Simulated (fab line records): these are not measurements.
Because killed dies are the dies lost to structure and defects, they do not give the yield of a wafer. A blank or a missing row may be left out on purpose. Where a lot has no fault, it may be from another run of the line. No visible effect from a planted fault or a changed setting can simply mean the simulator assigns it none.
Chamber matching | flow n5-finfet | 3 sister chambers for N5_BEOL_M11_PECVD_70 on pecvd-04
The step deposits SiO2 from TEOS/O2, target thk 20 nm, time 22.7 s. 3 wafers are shown with their chamber, then 12 later ones without.

== WAFERS WITH THEIR CHAMBER ==
wafer  | chamber | throttle-valve-pct (%)
L087.1 | 1       | 20.5
L087.2 | 2       | 21.7
L087.3 | 0       | 22.2

== WAFERS MISSING THEIR CHAMBER ==
wafer  | throttle-valve-pct (%)
L093.1 | 22.0
L093.5 | 22.3
L093.6 | 21.5
L094.1 | 20.7
L094.3 | 21.5
L094.4 | 22.2
L096.1 | 21.6
L096.3 | 22.4
L096.6 | 22.2
L097.3 | 21.6
L097.4 | 20.8
L097.6 | 21.5

== WHICH CHAMBER EACH WENT THROUGH ==
wafer  | from the rows above     | in truth
L093.1 | can't be placed: 0 or 2 | 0
L093.5 | 0                       | 0
L093.6 | 2                       | 2
L094.1 | 1                       | 1
L094.3 | 2                       | 2
L094.4 | 0                       | 0
L096.1 | 2                       | 2
L096.3 | 0                       | 0
L096.6 | 0                       | 0
L097.3 | 2                       | 2
L097.4 | 1                       | 1
L097.6 | 2                       | 2
Correctly placed: 11 of 12. Cannot be placed on the basis of these rows: 1; the candidates contain the true chamber in 1. Number placed wrongly: 0.
How it was worked out, from the rows above alone: a wafer's distance from a chamber is the root of the sum, over the readings, of the square of ((its reading less the chamber's mean) divided by the reading's scatter). If the next closest chamber is less than 2 further off than the closest, the wafer can't be placed; otherwise it belongs to the closest. The mean given for a chamber averages the wafers shown for that chamber. The scatter: with one shown wafer a chamber, the root of the mean of the squares of how far each hidden wafer lies from its nearest shown one.
